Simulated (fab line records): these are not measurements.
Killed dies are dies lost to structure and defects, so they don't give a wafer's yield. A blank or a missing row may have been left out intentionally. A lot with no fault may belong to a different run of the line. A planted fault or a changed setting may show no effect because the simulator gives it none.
Matching of chambers ; flow nandHarc ; NHARC_A_STAIRCASE_DEP_259 on pecvd-03 has 3 sister chambers
The step deposits SiON, target thk 30 nm. 6 wafers are shown with their chamber, then 8 later ones without.

WAFERS, EACH WITH ITS CHAMBER
wafer;chamber;heaterPowerW (W);chamberPressureTorr (Torr)
L667.1;2;708;3.492
L667.6;2;672;3.490
L669.3;1;890;3.483
L669.5;1;902;3.486
L669.6;0;658;3.483
L670.1;0;814;3.480

WAFERS WHOSE CHAMBER IS MISSING
wafer;heaterPowerW (W);chamberPressureTorr (Torr)
L670.4;792;3.492
L670.6;661;3.504
L681.2;661;3.513
L681.5;675;3.504
L681.6;804;3.506
L682.1;813;3.490
L682.3;711;3.507
L682.5;908;3.509

CHAMBER TAKEN BY EACH
wafer;from the rows above;in truth
L670.4;2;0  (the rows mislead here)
L670.6;2;2
L681.2;2;2
L681.5;2;2
L681.6;2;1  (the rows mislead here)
L682.1;can't be placed: 2 or 1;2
L682.3;2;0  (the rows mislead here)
L682.5;2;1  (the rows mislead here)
Correct placement for 3 of the 8. Not placeable from these rows: 1 (in 1, the candidates include the true chamber). Number placed wrongly: 4.
How it was worked out, from the rows above alone: a wafer's distance from a chamber is the root of the sum, over the readings, of the square of ((its reading less the chamber's mean) divided by the reading's scatter). If the next closest chamber is less than 2 further off than the closest, the wafer can't be placed; otherwise it belongs to the closest. Each chamber's mean is taken over the wafers shown for it. The scatter is the square root of a quotient: the sum, over the shown wafers, of each reading's squared deviation from its chamber's mean, divided by wafers minus chambers.
